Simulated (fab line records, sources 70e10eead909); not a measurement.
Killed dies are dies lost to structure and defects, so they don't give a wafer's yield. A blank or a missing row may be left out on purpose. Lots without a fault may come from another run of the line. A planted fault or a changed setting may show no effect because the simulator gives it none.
Which tool did it? | flow nand_harc | 12 lots, 36 wafers sampled, at 5 steps of a route of 1302

WHAT THE GAUGES READ, wafer by wafer
NHARC_END_SORT_01. Usual: killed_at_array 49, standard deviation 19; killed_at_other 0.9, standard deviation 1.1; killed_at_periphery 4.0, standard deviation 2.7; killed_dies 54, standard deviation 19; killed_open 3.3, standard deviation 1.8; killed_short 2.6, standard deviation 1.6.
lot  | measured     | on        | killed_at_array | killed_at_other | killed_at_periphery | killed_dies | killed_open | killed_short | flag
L739 | day 30 19:33 | prober-02 | 676 674 673     | 1 1 2           | 0 2 2               | 677 677 677 | 3 4 4       | 1 1 1        | OFF
L740 | day 31 03:23 | prober-01 | 674 675 676     | 1 2 0           | 2 0 1               | 677 677 677 | 3 2 3       | 2 3 1        | OFF
L741 | day 31 02:34 | prober-02 | 673 676 672     | 0 0 1           | 4 1 4               | 677 677 677 | 2 2 5       | 6 3 5        | OFF

WHICH TOOL RAN EACH LOT (tool, then ch and the chambers of the sampled wafers, then the start)
lot  | NHARC_A_STAIRCASE_ETCHBACK_422     | NHARC_A_STAIRCASE_CMP_472     | NHARC_A_SGD_CUT_ETCHBACK_24        | NHARC_A_SLIT_DEP_00
L727 | rie_diel-05 ch 0,2, day 19 07:30   | cmp-02 ch 0,2, day 19 08:25   | rie_diel-09 ch 0,2, day 19 16:22   | acl_dep-03 ch 0, day 19 17:02
L730 | rie_diel-08 ch 2,3, day 19 20:41   | cmp-01 ch 0,2, day 19 22:01   | rie_diel-10 ch 0,3, day 20 05:17   | acl_dep-03 ch 0, day 20 09:39
L728 | rie_diel-08 ch 0,3, day 19 23:25   | cmp-01 ch 1,2, day 20 00:19   | rie_diel-09 ch 0,1,2, day 20 05:15 | acl_dep-03 ch 0, day 20 07:08
L733 | rie_diel-05 ch 0,1,3, day 21 03:23 | cmp-02 ch 0,1,3, day 21 04:18 | rie_diel-09 ch 0,1,3, day 21 14:56 | acl_dep-01 ch 0, day 21 15:53
L737 | rie_diel-13 ch 0,2, day 23 13:07   | cmp-02 ch 0,1, day 23 14:01   | rie_diel-01 ch 1,3, day 23 23:57   | acl_dep-02 ch 0, day 24 00:37
L739 | rie_diel-08 ch 2,3, day 24 23:34   | cmp-03 ch 1,2, day 25 00:33   | rie_diel-01 ch 0,2,3, day 25 18:14 | -
L740 | rie_diel-13 ch 0,2, day 24 23:41   | cmp-02 ch 0,1,3, day 25 00:40 | rie_diel-10 ch 0,3, day 25 18:13   | -
L741 | rie_diel-08 ch 0,1,3, day 25 09:46 | cmp-02 ch 1,2,3, day 25 10:41 | rie_diel-10 ch 0,1,2, day 25 18:22 | -
L742 | rie_diel-08 ch 0,1,2, day 25 09:53 | cmp-03 ch 0,1,2, day 25 10:53 | rie_diel-01 ch 0,1,2, day 25 18:24 | acl_dep-01 ch 0, day 25 22:00
L747 | rie_diel-13 ch 1,3, day 28 00:08   | cmp-03 ch 0,1,2, day 28 01:06 | rie_diel-09 ch 0,2, day 28 09:01   | acl_dep-03 ch 0, day 28 10:51
L748 | rie_diel-08 ch 0,1,3, day 28 08:58 | cmp-02 ch 1,2,3, day 28 09:52 | rie_diel-01 ch 1,2,3, day 28 17:04 | acl_dep-02 ch 0, day 28 18:15
L749 | rie_diel-13 ch 0,2,3, day 28 21:36 | cmp-01 ch 0,1,3, day 28 22:33 | rie_diel-10 ch 0,1,2, day 29 05:56 | acl_dep-01 ch 0, day 29 07:49
- NHARC_A_STAIRCASE_ETCHBACK_422: etches the open film in CH3F/O2, target depth 40 nm, time 74.286 s.
- NHARC_A_STAIRCASE_CMP_472: polishes SiO2.
- NHARC_A_SGD_CUT_ETCHBACK_24: etches the open film in CH3F/O2, target depth 50 nm, time 92.857 s.
- NHARC_A_SLIT_DEP_00: deposits aC, target thk 6200 nm.

WHAT THE TOOLS THEMSELVES READ (means of the sampled wafers that have a number; where no wafer has one, the mark that the record gives instead)
NHARC_A_STAIRCASE_ETCHBACK_422. Usual: bias_w 99.99 W, standard deviation 0.29; ch3f_flow_sccm 49.98 sccm, standard deviation 0.15; drypump_motor_current_A 5.9 A, standard deviation 0.37; oes_product_au 0.97 a.u., standard deviation 0.039; rf_vpp_V 244.7 V, standard deviation 2; showerhead_plenum_p_Torr 2.48 Torr, standard deviation 0.14; throttle_valve_pct 20.663 %, standard deviation 0.0097.
lot  | tool        | bias_w (W) | ch3f_flow_sccm (sccm) | drypump_motor_current_A (A) | oes_product_au (a.u.) | rf_vpp_V (V) | showerhead_plenum_p_Torr (Torr) | throttle_valve_pct (%) | flag
L727 | rie_diel-05 | 100.09     | 49.98                 | 5.7                         | 1.02                  | 245.9        | 2.57                            | 20.663                 |
L730 | rie_diel-08 | 99.89      | 50.01                 | 5.5                         | 0.93                  | 244.7        | 2.52                            | 20.658                 |
L728 | rie_diel-08 | 100.24     | 50.04                 | 5.4                         | 0.94                  | 243.5        | 2.44                            | 20.671                 |
L733 | rie_diel-05 | 99.89      | 49.81                 | 5.9                         | 0.99                  | 245.4        | 2.57                            | 20.653                 |
L737 | rie_diel-13 | 100.00     | 49.89                 | 5.6                         | 0.99                  | 243.6        | 2.41                            | 20.667                 |
L739 | rie_diel-08 | 100.21     | 50.04                 | 5.7                         | 1.01                  | 245.6        | 2.57                            | 20.660                 |
L740 | rie_diel-13 | 100.15     | 49.89                 | 5.7                         | 0.99                  | 243.7        | 2.51                            | 20.657                 |
L741 | rie_diel-08 | 99.79      | 50.16                 | 5.8                         | 1.01                  | 245.2        | 2.48                            | 20.662                 |
L742 | rie_diel-08 | 99.98      | 50.00                 | 6.1                         | 1.01                  | 245.0        | 2.55                            | 20.666                 |
L747 | rie_diel-13 | 100.19     | 50.16                 | 6.1                         | 1.00                  | 244.6        | 2.37                            | 20.662                 |
L748 | rie_diel-08 | 100.12     | 49.98                 | 5.8                         | 0.93                  | 244.3        | 2.47                            | 20.657                 |
L749 | rie_diel-13 | 100.00     | 49.96                 | 5.7                         | 0.97                  | 243.4        | 2.39                            | 20.650                 |

NHARC_A_STAIRCASE_CMP_472. Usual: motor_current_A 11.7 A, standard deviation 1.9; pad_life_wafers 188, standard deviation 110.
lot  | tool   | motor_current_A (A) | pad_life_wafers | flag
L727 | cmp-02 | 13.3                | 37              |
L730 | cmp-01 | 11.6                | 272             |
L728 | cmp-01 | 11.3                | 282             |
L733 | cmp-02 | 11.0                | 241             |
L737 | cmp-02 | 11.7                | 42              |
L739 | cmp-03 | 11.0                | 103             |
L740 | cmp-02 | 11.1                | 224             |
L741 | cmp-02 | 12.3                | 271             |
L742 | cmp-03 | 11.2                | 170             |
L747 | cmp-03 | 11.0                | 428             |
L748 | cmp-02 | 12.1                | 103             |
L749 | cmp-01 | 11.8                | 236             |

NHARC_A_SGD_CUT_ETCHBACK_24. Usual: bias_w 100.0 W, standard deviation 0.34; ch3f_flow_sccm 49.98 sccm, standard deviation 0.14; drypump_motor_current_A 5.8 A, standard deviation 0.52; oes_product_au 0.97 a.u., standard deviation 0.039; rf_vpp_V 244.3 V, standard deviation 1.6; showerhead_plenum_p_Torr 2.45 Torr, standard deviation 0.099; throttle_valve_pct 20.663 %, standard deviation 0.0086.
lot  | tool        | bias_w (W) | ch3f_flow_sccm (sccm) | drypump_motor_current_A (A) | oes_product_au (a.u.) | rf_vpp_V (V) | showerhead_plenum_p_Torr (Torr) | throttle_valve_pct (%) | flag
L727 | rie_diel-09 | 99.5       | 49.90                 | 5.7                         | 1.00                  | 243.8        | 2.42                            | 20.659                 |
L730 | rie_diel-10 | 100.2      | 49.86                 | 5.3                         | 1.00                  | 245.9        | 2.59                            | 20.661                 |
L728 | rie_diel-09 | 99.9       | 50.02                 | 6.0                         | 0.97                  | 245.0        | 2.47                            | 20.661                 |
L733 | rie_diel-09 | 100.2      | 49.98                 | 6.4                         | 0.93                  | 245.0        | 2.50                            | 20.665                 |
L737 | rie_diel-01 | 100.0      | 49.92                 | 5.7                         | 1.01                  | 244.4        | 2.45                            | 20.663                 |
L739 | rie_diel-01 | -          | -                     | -                           | -                     | -            | -                               | -                      | OFF
L740 | rie_diel-10 | -          | -                     | -                           | -                     | -            | -                               | -                      | OFF
L741 | rie_diel-10 | -          | -                     | -                           | -                     | -            | -                               | -                      | OFF
L742 | rie_diel-01 | 100.0      | 49.85                 | 5.7                         | 1.00                  | 242.5        | 2.36                            | 20.659                 |
L747 | rie_diel-09 | 100.0      | 49.98                 | 5.7                         | 0.92                  | 244.2        | 2.42                            | 20.657                 |
L748 | rie_diel-01 | 99.7       | 50.00                 | 5.6                         | 0.93                  | 242.9        | 2.39                            | 20.662                 |
L749 | rie_diel-10 | 100.0      | 49.99                 | 5.9                         | 0.92                  | 244.5        | 2.48                            | 20.666                 |

NHARC_A_SLIT_DEP_00. Usual: throttle_valve_pct 35.001 %, standard deviation 0.0091.
lot  | tool       | throttle_valve_pct (%) | flag
L727 | acl_dep-03 | 35.004                 |
L730 | acl_dep-03 | 34.995                 |
L728 | acl_dep-03 | 35.004                 |
L733 | acl_dep-01 | 35.000                 |
L737 | acl_dep-02 | 34.989                 |
L742 | acl_dep-01 | 35.005                 |
L747 | acl_dep-03 | 35.004                 |
L748 | acl_dep-02 | 35.004                 |
L749 | acl_dep-01 | 35.009                 |

THE ANSWER, worked out from the rows above alone
Rule: a lot is off if the mean of its wafers that have a number lies more than 3 standard deviations from the usual mean. A lot without any number at a reading at which 4 lots or more have one is off too. The other lots that the step has rows for count as sound. The gauges are gone through in route order, then the tools' own readings, and for those a lot's mean is taken as printed above. The first step at which some lot is off is used, and at that step the reading that is off furthest; a lot without a number counts as furthest.
Off: L739, L740, L741, at NHARC_END_SORT_01 (killed_at_array). Neither off nor sound, because the step has no rows for them: L727, L730, L728, L733, L737, L742, L747, L748, L749.
A tool fits if, at a process step before that reading, it ran every lot that is off, and no sound lot after the first of them. The gauges at NHARC_END_SORT_01 aren't tried: what is off there is off at NHARC_A_SGD_CUT_ETCHBACK_24 too, on other tools, and a gauge's error can't cause that. None of those tried fits.

WHAT THE SIMULATOR HAD PUT IN
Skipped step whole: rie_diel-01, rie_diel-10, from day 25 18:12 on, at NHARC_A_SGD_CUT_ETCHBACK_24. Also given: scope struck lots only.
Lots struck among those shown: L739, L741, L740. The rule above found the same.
